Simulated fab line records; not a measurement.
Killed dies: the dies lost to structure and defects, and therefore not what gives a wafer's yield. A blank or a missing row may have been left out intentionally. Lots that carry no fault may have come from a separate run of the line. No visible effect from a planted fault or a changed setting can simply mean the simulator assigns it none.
Chamber matching    flow nand-harc    NHARC_A_DECK1_JOINT_CMP_02 on cmp-03: 4 sister chambers
The step polishes SiOx. 4 wafers are shown with their chamber, then 7 later ones without.

== WAFERS PAIRED WITH THEIR CHAMBERS ==
wafer   chamber  motor-current-A (A)
L898.1  3        13.2
L900.6  0        13.3
L904.2  1        12.2
L904.3  2        14.3

== WAFERS WITHOUT THEIR CHAMBER ==
wafer   motor-current-A (A)
L904.5  12.8
L906.2  12.0
L906.4  12.9
L906.5  11.6
L908.1  11.6
L908.2  13.3
L908.4  12.6

== WHICH CHAMBER EACH ONE RAN IN ==
wafer   from the rows above           in truth
L904.5  can't be placed: 3 or 0 or 1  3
L906.2  1                             1
L906.4  can't be placed: 3 or 0 or 1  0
L906.5  1                             1
L908.1  1                             1
L908.2  can't be placed: 0 or 3       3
L908.4  can't be placed: 1 or 3 or 0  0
Correctly placed: 3 of 7. Not placeable from these rows: 4 (in 4, the candidates include the true chamber). Wrongly placed: 0.
How it was worked out, from the rows above alone: a wafer's distance from a chamber is the root of the sum, over the readings, of the square of ((its reading less the chamber's mean) divided by the reading's scatter). If the next closest chamber is less than 2 further off than the closest, the wafer can't be placed; otherwise it belongs to the closest. For every chamber, the mean is computed from those of its wafers that are shown. The scatter: with one shown wafer a chamber, the root of the mean of the squares of how far each hidden wafer lies from its nearest shown one.
